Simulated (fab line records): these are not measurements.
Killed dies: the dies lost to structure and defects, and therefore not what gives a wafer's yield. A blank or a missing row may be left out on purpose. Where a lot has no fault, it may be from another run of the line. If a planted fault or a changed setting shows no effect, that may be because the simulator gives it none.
Chamber matching / flow n5 finfet / N5_BEOL_M13_ETCH_67 on rie diel-06 has 4 sister chambers
The step etches SiARC in CF4, target depth 143 nm, time 238.3 s. 4 wafers are shown with their chamber, then 7 later ones without.

== WAFERS, EACH WITH ITS CHAMBER ==
wafer=L354.1; chamber=0; showerhead plenum p Torr (Torr)=2.22
wafer=L354.2; chamber=2; showerhead plenum p Torr (Torr)=2.04
wafer=L356.1; chamber=1; showerhead plenum p Torr (Torr)=1.97
wafer=L356.4; chamber=3; showerhead plenum p Torr (Torr)=2.27

== WAFERS WITHOUT THEIR CHAMBER ==
wafer=L356.6; showerhead plenum p Torr (Torr)=2.04
wafer=L357.2; showerhead plenum p Torr (Torr)=2.04
wafer=L357.3; showerhead plenum p Torr (Torr)=2.22
wafer=L357.6; showerhead plenum p Torr (Torr)=2.26
wafer=L359.1; showerhead plenum p Torr (Torr)=2.26
wafer=L359.4; showerhead plenum p Torr (Torr)=1.97
wafer=L359.6; showerhead plenum p Torr (Torr)=2.03

== WHICH CHAMBER EACH ONE RAN IN ==
wafer=L356.6; from the rows above=2; in truth=2
wafer=L357.2; from the rows above=2; in truth=2
wafer=L357.3; from the rows above=0; in truth=0
wafer=L357.6; from the rows above=3; in truth=3
wafer=L359.1; from the rows above=3; in truth=3
wafer=L359.4; from the rows above=1; in truth=1
wafer=L359.6; from the rows above=2; in truth=2
Correctly placed: 7 of 7. From these rows, 0 cannot be placed. Placed wrongly: 0.
How it was worked out, from the rows above alone: a wafer's distance from a chamber is the root of the sum, over the readings, of the square of ((its reading less the chamber's mean) divided by the reading's scatter). The wafer belongs to the nearest chamber; if the next one is less than 2 further off, it can't be placed. Each chamber's mean is taken over the wafers shown for it. The scatter: root of mean squared gap, hidden wafer to nearest shown wafer, with one shown wafer a chamber.
